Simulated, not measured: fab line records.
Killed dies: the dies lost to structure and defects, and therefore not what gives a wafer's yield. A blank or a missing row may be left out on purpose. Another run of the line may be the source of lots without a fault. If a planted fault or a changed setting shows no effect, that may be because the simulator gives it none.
Which tool did it? + flow n5_finfet + Sampling: 7 lots, 19 wafers, 9 of 1938 route steps

## WHAT EACH GAUGE READ, for each wafer
N5_BEOL_M4_OCD_MEAS_38. Usual: trench_depth_nm 55.5 nm, standard deviation 1.
| lot  | measured     | on     | trench_depth_nm (nm) | flag |
|------|--------------|--------|----------------------|------|
| L418 | day 8 09:01  | ocd-01 | 54.3 56.2 56.8       |      |
| L421 | day 8 22:07  | ocd-01 | 56.3 54.4 56.6       |      |
| L431 | day 11 10:53 | ocd-01 | 24.9 55.4            | OFF  |
| L432 | day 11 17:50 | ocd-02 | 16.5 54.4            | OFF  |
| L433 | day 11 21:13 | ocd-01 | 55.2 55.3 55.0       |      |
| L437 | day 13 12:36 | ocd-01 | 54.2 56.2 55.2       |      |
| L439 | day 13 13:53 | ocd-02 | 56.4 56.1 56.8       |      |

N5_BEOL_M4_THK_MEAS_53: measures by xrf. Usual: M4_THK 39.6 nm, standard deviation 1.4.
| lot  | measured     | on            | M4_THK (nm)    | flag |
|------|--------------|---------------|----------------|------|
| L418 | day 8 12:50  | film_metro-02 | 37.7 39.6 40.0 |      |
| L421 | day 9 01:46  | film_metro-02 | 39.6 39.2 40.7 |      |
| L431 | day 11 14:37 | film_metro-02 | - 39.1         |      |
| L432 | day 11 21:37 | film_metro-02 | - 38.7         |      |
| L433 | day 12 02:50 | film_metro-02 | 40.3 36.9 38.8 |      |
| L437 | day 13 16:11 | film_metro-01 | 39.2 39.1 40.2 |      |
| L439 | day 13 19:05 | film_metro-02 | 39.7 39.5 41.1 |      |

N5_BEOL_M4_RC_MEAS_101. Usual: DIBL_N 36.9 mV/V, standard deviation 1.7; DIBL_P 37.3 mV/V, standard deviation 2.3; IOFF_N 0.16 nA/um, standard deviation 0.033; IOFF_P 0.22 nA/um, standard deviation 0.04; ION_N 673 uA/um, standard deviation 12; ION_P 463 uA/um, standard deviation 8; SS_N 71.6 mV/dec, standard deviation 0.58; SS_P 73.4 mV/dec, standard deviation 0.74; VT_N 250 mV, standard deviation 3.2; VT_P -250 mV, standard deviation 3.4.
| lot  | measured     | on        | DIBL_N (mV/V)  | DIBL_P (mV/V)  | IOFF_N (nA/um) | IOFF_P (nA/um) | ION_N (uA/um) | ION_P (uA/um) | SS_N (mV/dec)  | SS_P (mV/dec)  | VT_N (mV)   | VT_P (mV)      | flag |
|------|--------------|-----------|----------------|----------------|----------------|----------------|---------------|---------------|----------------|----------------|-------------|----------------|------|
| L418 | day 8 13:19  | prober-02 | 35.8 36.7 36.7 | 38.3 38.5 39.2 | 0.15 0.16 0.16 | 0.19 0.20 0.21 | 669 675 667   | 455 463 458   | 71.9 71.5 71.4 | 74.0 73.6 74.5 | 251 249 250 | -256 -255 -254 |      |
| L421 | day 9 02:05  | prober-01 | 38.5 35.9 35.7 | 38.0 34.2 33.9 | 0.19 0.13 0.14 | 0.23 0.18 0.17 | 677 656 658   | 456 452 446   | 72.2 71.5 71.7 | 73.7 72.1 72.0 | 247 252 253 | -252 -255 -257 |      |
| L431 | day 11 15:41 | prober-02 | 36.9           | 36.9           | 0.17           | 0.24           | 699           | 477           | 71.6           | 73.4           | 249         | -249           |      |
| L432 | day 11 22:42 | prober-01 | 35.7           | 36.9           | 0.13           | 0.20           | 669           | 462           | 71.7           | 73.1           | 251         | -252           |      |
| L433 | day 12 03:09 | prober-02 | 36.6 34.0 36.0 | 36.8 33.8 36.7 | 0.16 0.12 0.16 | 0.22 0.17 0.21 | 674 660 693   | 465 457 469   | 72.5 71.4 71.6 | 73.8 72.9 73.8 | 251 254 249 | -250 -254 -249 |      |
| L437 | day 13 16:40 | prober-02 | 37.1 34.8 32.6 | 37.2 35.2 31.7 | 0.18 0.14 0.10 | 0.22 0.18 0.15 | 677 677 650   | 461 458 449   | 71.6 70.7 69.9 | 74.7 72.4 72.3 | 246 252 257 | -251 -254 -259 |      |
| L439 | day 13 19:45 | prober-02 | 38.6 39.3 37.7 | 39.3 39.4 38.0 | 0.18 0.18 0.14 | 0.24 0.23 0.21 | 673 669 661   | 459 459 453   | 71.7 72.6 72.0 | 73.9 74.4 73.8 | 252 251 255 | -252 -253 -255 |      |

## WHICH TOOL RAN EACH LOT (tool, then ch and the chambers of the sampled wafers, then the start)
| lot  | N5_BEOL_M4_HM_DEP_02         | N5_BEOL_M4_DESCUM_16               | N5_BEOL_M4_ETCH_74                 | N5_BEOL_M4_STRIP_66                | N5_BEOL_M4_HM_OPEN_17             | N5_BEOL_M4_ETCHBACK_99             |
|------|------------------------------|------------------------------------|------------------------------------|------------------------------------|-----------------------------------|------------------------------------|
| L418 | pvd_sputter-01, day 8 03:36  | rie_diel-02 ch 0,3, day 8 04:16    | rie_diel-02 ch 0,3, day 8 04:17    | rie_diel-02 ch 0,3, day 8 04:28    | rie_metal-03 ch 1, day 8 04:31    | rie_diel-01 ch 0,2,3, day 8 08:37  |
| L421 | pvd_sputter-01, day 8 17:34  | rie_diel-01 ch 2,3, day 8 18:14    | rie_diel-01 ch 2,3, day 8 18:16    | rie_diel-01 ch 2,3, day 8 18:26    | rie_metal-01 ch 0,1, day 8 18:29  | rie_diel-06 ch 0,1,3, day 8 21:43  |
| L431 | pvd_sputter-01, day 11 08:01 | rie_diel-02 ch 2,3, day 11 08:38   | rie_diel-02 ch 2,3, day 11 08:39   | rie_diel-02 ch 2,3, day 11 08:50   | rie_metal-03 ch 0,1, day 11 08:55 | rie_diel-02 ch 0,1, day 11 10:30   |
| L432 | pvd_sputter-01, day 11 13:52 | rie_diel-06 ch 0,2, day 11 14:23   | rie_diel-06 ch 0,2, day 11 14:26   | rie_diel-06 ch 0,2, day 11 14:36   | rie_metal-03 ch 1, day 11 14:39   | rie_diel-06 ch 2,3, day 11 17:26   |
| L433 | pvd_sputter-03, day 11 17:58 | rie_diel-06 ch 1,2,3, day 11 18:40 | rie_diel-06 ch 1,2,3, day 11 18:42 | rie_diel-06 ch 1,2,3, day 11 18:53 | rie_metal-02 ch 0,1, day 11 18:55 | rie_diel-01 ch 0,3, day 11 20:49   |
| L437 | pvd_sputter-03, day 13 07:16 | rie_diel-06 ch 0,1,2, day 13 08:26 | rie_diel-06 ch 0,1,2, day 13 08:28 | rie_diel-06 ch 0,1,2, day 13 08:39 | rie_metal-03 ch 0,1, day 13 08:41 | rie_diel-02 ch 0,2,3, day 13 12:12 |
| L439 | pvd_sputter-02, day 13 10:37 | rie_diel-06 ch 1,2,3, day 13 11:08 | rie_diel-06 ch 1,2,3, day 13 11:10 | rie_diel-06 ch 1,2,3, day 13 11:21 | rie_metal-01 ch 0,1, day 13 11:25 | rie_diel-01 ch 0,2, day 13 13:29   |
- N5_BEOL_M4_HM_DEP_02: deposits TiN, target thk 20 nm.
- N5_BEOL_M4_DESCUM_16: chemistry O2, time 7 s.
- N5_BEOL_M4_ETCH_74: etches underlayer in N2/H2, target depth 6.5 nm, time 5.2 s.
- N5_BEOL_M4_STRIP_66: strips in CF4.
- N5_BEOL_M4_HM_OPEN_17: chemistry Cl2/BCl3, target TiN, target depth 20 nm, overetch 6 nm.
- N5_BEOL_M4_ETCHBACK_99: etches SiO2 in CHF3, target depth 5 nm, time 10.4 s.

## AS READ BY THE TOOLS THEMSELVES (means over the sampled wafers that have a number; for cases with no such wafer, the mark the record gives instead)
N5_BEOL_M4_HM_DEP_02. Usual: throttle_valve_pct 29.8 %, standard deviation 1.1.
| lot  | tool           | throttle_valve_pct (%) | flag |
|------|----------------|------------------------|------|
| L418 | pvd_sputter-01 | 30.6                   |      |
| L421 | pvd_sputter-01 | 31.3                   |      |
| L431 | pvd_sputter-01 | 31.5                   |      |
| L432 | pvd_sputter-01 | 28.9                   |      |
| L433 | pvd_sputter-03 | 29.7                   |      |
| L437 | pvd_sputter-03 | 30.3                   |      |
| L439 | pvd_sputter-02 | 28.5                   |      |

N5_BEOL_M4_DESCUM_16. Usual: drypump_motor_current_A 5.8 A, standard deviation 0.36; oes_product_au 0.82 a.u., standard deviation 0.075; rf_vpp_V 243.6 V, standard deviation 1.2; showerhead_plenum_p_Torr 2.13 Torr, standard deviation 0.061; throttle_valve_pct 20.46 %, standard deviation 0.26.
| lot  | tool        | drypump_motor_current_A (A) | oes_product_au (a.u.) | rf_vpp_V (V) | showerhead_plenum_p_Torr (Torr) | throttle_valve_pct (%) | flag |
|------|-------------|-----------------------------|-----------------------|--------------|---------------------------------|------------------------|------|
| L418 | rie_diel-02 | 5.7                         | 0.88                  | 244.3        | 2.15                            | 20.17                  |      |
| L421 | rie_diel-01 | 5.7                         | 0.76                  | 244.2        | 2.19                            | 20.65                  |      |
| L431 | rie_diel-02 | 5.8                         | 0.84                  | 244.1        | 2.13                            | 20.16                  |      |
| L432 | rie_diel-06 | 5.9                         | 0.84                  | 241.3        | 2.04                            | 20.48                  |      |
| L433 | rie_diel-06 | 5.8                         | 0.80                  | 243.5        | 2.08                            | 20.60                  |      |
| L437 | rie_diel-06 | 6.1                         | 0.84                  | 242.6        | 2.07                            | 20.58                  |      |
| L439 | rie_diel-06 | 5.9                         | 0.78                  | 242.6        | 2.07                            | 20.63                  |      |

N5_BEOL_M4_ETCH_74. Usual: drypump_motor_current_A 5.8 A, standard deviation 0.36; etch_rf_on_time_s 5.20 s, standard deviation 0.099; oes_product_au 0.69 a.u., standard deviation 0.064; rf_vpp_V 524.8 V, standard deviation 2.1; showerhead_plenum_p_Torr 2.57 Torr, standard deviation 0.064; throttle_valve_pct 17.82 %, standard deviation 0.24.
| lot  | tool        | drypump_motor_current_A (A) | etch_rf_on_time_s (s) | oes_product_au (a.u.) | rf_vpp_V (V) | showerhead_plenum_p_Torr (Torr) | throttle_valve_pct (%) | flag |
|------|-------------|-----------------------------|-----------------------|-----------------------|--------------|---------------------------------|------------------------|------|
| L418 | rie_diel-02 | 5.7                         | 5.24                  | 0.75                  | 524.8        | 2.60                            | 17.56                  |      |
| L421 | rie_diel-01 | 5.7                         | 5.25                  | 0.64                  | 527.0        | 2.63                            | 17.89                  |      |
| L431 | rie_diel-02 | 5.8                         | 5.25                  | 0.72                  | 525.2        | 2.58                            | 17.49                  |      |
| L432 | rie_diel-06 | 6.0                         | 5.02                  | 0.73                  | 521.6        | 2.48                            | 18.00                  |      |
| L433 | rie_diel-06 | 5.9                         | 5.20                  | 0.67                  | 523.9        | 2.52                            | 18.03                  |      |
| L437 | rie_diel-06 | 6.1                         | 5.13                  | 0.72                  | 523.4        | 2.51                            | 18.01                  |      |
| L439 | rie_diel-06 | 5.9                         | 5.25                  | 0.67                  | 522.3        | 2.51                            | 18.04                  |      |

N5_BEOL_M4_STRIP_66. Usual: cf4_flow_sccm 150.0 sccm, standard deviation 0.43; drypump_motor_current_A 5.8 A, standard deviation 0.36; oes_product_au 0.81 a.u., standard deviation 0.07; rf_vpp_V 271.6 V, standard deviation 1.3; showerhead_plenum_p_Torr 1.82 Torr, standard deviation 0.047; throttle_valve_pct 13.5 %, standard deviation 0.32.
| lot  | tool        | cf4_flow_sccm (sccm) | drypump_motor_current_A (A) | oes_product_au (a.u.) | rf_vpp_V (V) | showerhead_plenum_p_Torr (Torr) | throttle_valve_pct (%) | flag |
|------|-------------|----------------------|-----------------------------|-----------------------|--------------|---------------------------------|------------------------|------|
| L418 | rie_diel-02 | 150.4                | 5.7                         | 0.87                  | 271.2        | 1.82                            | 13.2                   |      |
| L421 | rie_diel-01 | 149.9                | 5.7                         | 0.75                  | 272.5        | 1.85                            | 13.7                   |      |
| L431 | rie_diel-02 | 150.1                | 5.8                         | 0.84                  | 271.5        | 1.81                            | 13.1                   |      |
| L432 | rie_diel-06 | 149.7                | 6.0                         | 0.83                  | 269.2        | 1.75                            | 13.5                   |      |
| L433 | rie_diel-06 | 149.8                | 5.9                         | 0.79                  | 270.8        | 1.78                            | 13.7                   |      |
| L437 | rie_diel-06 | 150.3                | 6.1                         | 0.82                  | 269.9        | 1.77                            | 13.6                   |      |
| L439 | rie_diel-06 | 150.0                | 5.9                         | 0.77                  | 270.8        | 1.78                            | 13.8                   |      |

N5_BEOL_M4_HM_OPEN_17. Usual: drypump_motor_current_A 5.81 A, standard deviation 0.21; oes_product_au 0.67 a.u., standard deviation 0.051; throttle_valve_pct 22.12 %, standard deviation 0.28.
| lot  | tool         | drypump_motor_current_A (A) | oes_product_au (a.u.) | throttle_valve_pct (%) | flag |
|------|--------------|-----------------------------|-----------------------|------------------------|------|
| L418 | rie_metal-03 | 6.05                        | 0.79                  | 22.44                  |      |
| L421 | rie_metal-01 | 5.84                        | 0.66                  | 22.02                  |      |
| L431 | rie_metal-03 | 6.03                        | 0.77                  | 22.06                  |      |
| L432 | rie_metal-03 | 6.05                        | 0.84                  | 22.34                  | OFF  |
| L433 | rie_metal-02 | 5.52                        | 0.64                  | 22.03                  |      |
| L437 | rie_metal-03 | 6.05                        | 0.65                  | 22.10                  |      |
| L439 | rie_metal-01 | 5.82                        | 0.64                  | 22.28                  |      |

N5_BEOL_M4_ETCHBACK_99. Usual: drypump_motor_current_A 5.8 A, standard deviation 0.34; oes_product_au 0.82 a.u., standard deviation 0.081; rf_vpp_V 244 V, standard deviation 3.6; showerhead_plenum_p_Torr 2.20 Torr, standard deviation 0.064; throttle_valve_pct 17.04 %, standard deviation 0.26.
| lot  | tool        | drypump_motor_current_A (A) | oes_product_au (a.u.) | rf_vpp_V (V) | showerhead_plenum_p_Torr (Torr) | throttle_valve_pct (%) | flag |
|------|-------------|-----------------------------|-----------------------|--------------|---------------------------------|------------------------|------|
| L418 | rie_diel-01 | 5.7                         | 0.83                  | 243          | 2.26                            | 17.08                  |      |
| L421 | rie_diel-06 | 6.0                         | 0.84                  | 245          | 2.14                            | 17.21                  |      |
| L431 | rie_diel-02 | 5.8                         | 0.64                  | 243          | 2.20                            | 17.20                  |      |
| L432 | rie_diel-06 | 5.6                         | 0.56                  | 244          | 2.10                            | 17.20                  | OFF  |
| L433 | rie_diel-01 | 5.5                         | 0.83                  | 240          | 2.27                            | 17.09                  |      |
| L437 | rie_diel-02 | 5.9                         | 0.81                  | 245          | 2.17                            | 16.77                  |      |
| L439 | rie_diel-01 | 6.0                         | 0.86                  | 242          | 2.23                            | 16.91                  |      |

## THE ANSWER, worked out from the rows above alone
Rule: take the mean of a lot's wafers that have a number; if it is more than 3 standard deviations from the usual mean, the lot is off. Also off: a lot with no number at a reading for which 4 or more lots have one. Where the step has rows for the other lots, those lots are counted as sound. The gauges are gone through in route order, then the tools' own readings, and for those a lot's mean is taken as printed above. At the first step where some lot is off, the reading lying furthest off is the one used; lots without a number count as furthest.
Off: L431, L432, at N5_BEOL_M4_OCD_MEAS_38 (trench_depth_nm).
If a tool, at a process step before that reading, ran all the lots that are off and no sound lot after the first of them, it fits. Gauges at N5_BEOL_M4_OCD_MEAS_38: tried the same way as those tools. One fits: pvd_sputter-01 at N5_BEOL_M4_HM_DEP_02. A fault onset in the window from L421 (day 8 17:34, its last sound lot) to L431 (day 11 08:01, its first lot off) fits.

## WHAT WAS PUT IN BY THE SIMULATOR
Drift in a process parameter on pvd_sputter-01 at N5_BEOL_M4_HM_DEP_02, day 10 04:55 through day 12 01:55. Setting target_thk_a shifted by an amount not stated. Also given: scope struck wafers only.
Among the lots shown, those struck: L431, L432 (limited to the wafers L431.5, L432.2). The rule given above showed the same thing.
